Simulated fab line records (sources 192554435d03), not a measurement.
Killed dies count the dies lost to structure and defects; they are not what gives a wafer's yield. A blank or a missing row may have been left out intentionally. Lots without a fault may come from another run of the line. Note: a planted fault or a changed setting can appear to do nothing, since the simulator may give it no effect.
Split-lot experiment -- flow n5 finfet -- 7 lots, 39 wafers read, on a route of 1938 steps

THE SPLIT ITSELF
At N5_MIM_BOT_LITHO_DEVELOP_07 (develop time 60 s), the setting develop time s was moved away from the recipe's 60 s on 12 of the 39 wafers read, by -42.7% to +57.8%. For the rest of the wafers, this setting stayed at what the recipe calls for.

SPLIT TO READING: what lies between them in the file, 1 step
- N5_MIM_BOT_LITHO_HARDBAKE_09: time 120 s

THE READING
At N5_MIM_BOT_LITHO_CD_MEAS_08: cd nm in nanometres, against a target cd of 3000 nm. Typical for fault-free wafers on this fab line: 2999.2 nm, with standard deviation 1.9 nm.

wafer,"tool, chamber at the split","develop time s as run, s",against the recipe,"cd nm, nm",against lot-mates on the recipe
L074.1,"litho track-01, 0",60,recipe,3001.6,-
L074.2,"litho track-01, 0",37.45,-37.6%,2991.8,-10.4
L074.3,"litho track-01, 0",60,recipe,3002.0,-
L074.4,"litho track-01, 0",37.45,-37.6%,2990.6,-11.6
L074.5,"litho track-01, 0",60,recipe,3002.9,-
L074.6,"litho track-01, 0",37.45,-37.6%,2993.3,-8.9
L077.3,"litho track-05, 0",60,recipe,3002.8,-
L077.4,"litho track-05, 0",60,recipe,2999.4,-
L077.6,"litho track-05, 0",60,recipe,2999.8,-
L078.1,"litho track-01, 0",60,recipe,2998.3,-
L078.2,"litho track-01, 0",60,recipe,2998.7,-
L078.3,"litho track-01, 0",93.01,+55.0%,3006.4,+7.7
L078.4,"litho track-01, 0",93.01,+55.0%,3006.8,+8.1
L078.5,"litho track-01, 0",93.01,+55.0%,3007.9,+9.2
L078.6,"litho track-01, 0",60,recipe,2999.2,-
L081.1,"litho track-04, 0",94.67,+57.8%,3007.9,+8.9
L081.2,"litho track-04, 0",94.67,+57.8%,3006.8,+7.8
L081.3,"litho track-04, 0",60,recipe,3000.5,-
L081.4,"litho track-04, 0",60,recipe,2997.0,-
L081.5,"litho track-04, 0",94.67,+57.8%,3006.0,+7.0
L081.6,"litho track-04, 0",60,recipe,2999.6,-
L082.1,"litho track-04, 0",60,recipe,2997.7,-
L082.2,"litho track-04, 0",60,recipe,3000.3,-
L082.3,"litho track-04, 0",60,recipe,3001.0,-
L082.4,"litho track-04, 0",60,recipe,2998.8,-
L082.5,"litho track-04, 0",60,recipe,2998.7,-
L082.6,"litho track-04, 0",60,recipe,3000.0,-
L089.1,"litho track-01, 0",60,recipe,2997.0,-
L089.2,"litho track-01, 0",60,recipe,2998.2,-
L089.3,"litho track-01, 0",60,recipe,2999.9,-
L089.4,"litho track-01, 0",34.4,-42.7%,2988.0,-10.4
L089.5,"litho track-01, 0",34.4,-42.7%,2987.4,-11.0
L089.6,"litho track-01, 0",34.4,-42.7%,2988.2,-10.2
L093.1,"litho track-01, 0",60,recipe,2995.8,-
L093.2,"litho track-01, 0",60,recipe,2999.2,-
L093.3,"litho track-01, 0",60,recipe,2996.5,-
L093.4,"litho track-01, 0",60,recipe,2996.7,-
L093.5,"litho track-01, 0",60,recipe,2997.5,-
L093.6,"litho track-01, 0",60,recipe,2996.3,-

FIT RESULTS
A straight line over all 39 wafers: cd nm changes by +0.173 nm for each +1% of develop time s; r = +0.92; the points scatter about the line by 2.1 nm.
The same after taking each lot's own level away (the mean of its wafers on the recipe; 39 wafers): +0.185 nm for each +1%; r = +0.95; scatter 1.7 nm.
The reading moves by 11 nm for the largest change in develop time s, on that fit.
Measured against the standard deviation above, the lots' own levels, which go from 2997.00 to 3002.17 nm, span 2.7 times it.
Hence the lot-to-lot level has little effect on the slope; both slopes agree.
Check: for one of the wafers moved furthest among these (+57.8%), held out of the fit, the line's prediction against its lot-mates is +10 nm. It came out at +8.87 nm against them.

THE OTHER SPLITS THESE WAFERS WENT THROUGH
Note: prior to the reading, these wafers also went through further splits. Each is held against what the fit with the lots' levels taken away leaves over:
other split on the same wafers,wafers away from the commonest value,r with cd nm (lot level and that fit taken away)
N5_BEOL_M15_ILD_DEP_00 time s,15,-0.06

THE FILE'S OWN FIT
cd nm changes by +0.182 nm for each +1% of develop time s, r = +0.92.
